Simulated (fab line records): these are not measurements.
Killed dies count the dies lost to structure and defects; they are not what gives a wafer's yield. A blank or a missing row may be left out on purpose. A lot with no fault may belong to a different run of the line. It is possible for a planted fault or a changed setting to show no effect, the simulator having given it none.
Chamber matching | flow nand_harc | NHARC_THIN_TSV_ETCH_44 on rie_diel-05: 4 sister chambers
The step etches the open film in CF4/O2, target depth 1594.2 nm, time 797.1 s. 14 wafers are shown with their chamber, then 7 later ones without.

== EACH WAFER AND ITS CHAMBER ==
wafer  | chamber | showerhead_plenum_p_Torr (Torr) | drypump_motor_current_A (A) | rf_vpp_V (V)
L975.2 | 0       | 1.96                            | 6.1                         | 800
L975.3 | 3       | 1.75                            | 5.7                         | 789
L975.6 | 0       | 1.96                            | 6.1                         | 802
L980.1 | 0       | 1.96                            | 6.1                         | 802
L980.4 | 3       | 1.75                            | 5.7                         | 790
L980.5 | 0       | 1.96                            | 6.0                         | 802
L982.2 | 1       | 1.84                            | 6.8                         | 794
L982.3 | 2       | 1.73                            | 6.1                         | 788
L982.4 | 0       | 1.96                            | 6.0                         | 801
L983.1 | 0       | 1.95                            | 6.1                         | 802
L983.3 | 2       | 1.73                            | 6.1                         | 788
L983.5 | 2       | 1.73                            | 6.1                         | 789
L985.2 | 3       | 1.74                            | 5.8                         | 790
L985.3 | 1       | 1.84                            | 6.7                         | 797

SIGNATURES (means of the wafers above)
reading                  | chamber 0 | chamber 1 | chamber 2 | chamber 3 | scatter within a chamber
showerhead_plenum_p_Torr | 1.9583    | 1.8400    | 1.7300    | 1.7467    | 0.00387
drypump_motor_current_A  | 6.067     | 6.750     | 6.100     | 5.733     | 0.05
rf_vpp_V                 | 801.50    | 795.50    | 788.33    | 789.67    | 0.966
Rule: a wafer's distance from a chamber is the root of the sum, over the readings, of the square of ((its reading less the chamber's mean) divided by the reading's scatter). The wafer belongs to the nearest chamber; if the next one is less than 2 further off, it can't be placed. The scatter is the square root of a quotient: the sum, over the shown wafers, of each reading's squared deviation from its chamber's mean, divided by wafers minus chambers.

== WAFERS WITH NO CHAMBER GIVEN ==
wafer  | showerhead_plenum_p_Torr (Torr) | drypump_motor_current_A (A) | rf_vpp_V (V)
L985.6 | 1.73                            | 6.1                         | 789
L988.1 | 1.95                            | 6.1                         | 801
L988.5 | 1.84                            | 6.8                         | 792
L988.6 | 1.95                            | 6.1                         | 801
L990.1 | 1.84                            | 6.8                         | 796
L990.5 | 1.84                            | 6.8                         | 795
L990.6 | 1.73                            | 6.1                         | 787

== THE CHAMBER EACH PASSED THROUGH ==
wafer  | from the rows above | in truth
L985.6 | 2                   | 2
L988.1 | 0                   | 0
L988.5 | 1                   | 1
L988.6 | 0                   | 0
L990.1 | 1                   | 1
L990.5 | 1                   | 1
L990.6 | 2                   | 2
Correct placement for 7 of the 7. Not placeable from these rows: 0. Wrongly placed: 0.
